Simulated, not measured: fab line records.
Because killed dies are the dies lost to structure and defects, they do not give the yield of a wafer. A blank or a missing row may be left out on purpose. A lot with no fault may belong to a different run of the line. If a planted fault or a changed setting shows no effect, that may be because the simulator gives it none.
Chamber matching    flow n5Finfet    N5_BEOL_M4_ETCHBACK_99 on rieDiel-06 has 4 sister chambers
The step etches SiO2 in CHF3, target depth 5 nm, time 10.4 s. 4 wafers are shown with their chamber, then 9 later ones without.

## WAFERS, EACH WITH ITS CHAMBER
wafer   chamber  drypumpMotorCurrentA (A)
L085.3  3        6.8
L088.1  2        5.4
L088.3  0        5.5
L088.4  1        5.3

## WAFERS WHOSE CHAMBER IS MISSING
wafer   drypumpMotorCurrentA (A)
L091.1  5.5
L091.5  5.5
L091.6  5.4
L092.1  6.8
L092.2  5.5
L092.3  6.7
L097.3  5.4
L097.4  6.8
L097.5  5.5

## CHAMBER TAKEN BY EACH
wafer   from the rows above  in truth
L091.1  0                    0
L091.5  0                    0
L091.6  2                    2
L092.1  3                    3
L092.2  0                    0
L092.3  3                    3
L097.3  2                    2
L097.4  3                    3
L097.5  0                    0
Placed correctly: 9 of 9. Number that these rows cannot place: 0. 0 placed wrongly.
How it was worked out, from the rows above alone: a wafer's distance from a chamber is the root of the sum, over the readings, of the square of ((its reading less the chamber's mean) divided by the reading's scatter). If the next closest chamber is less than 2 further off than the closest, the wafer can't be placed; otherwise it belongs to the closest. A chamber's mean is the mean of its shown wafers. The scatter: with one shown wafer a chamber, the root of the mean of the squares of how far each hidden wafer lies from its nearest shown one.
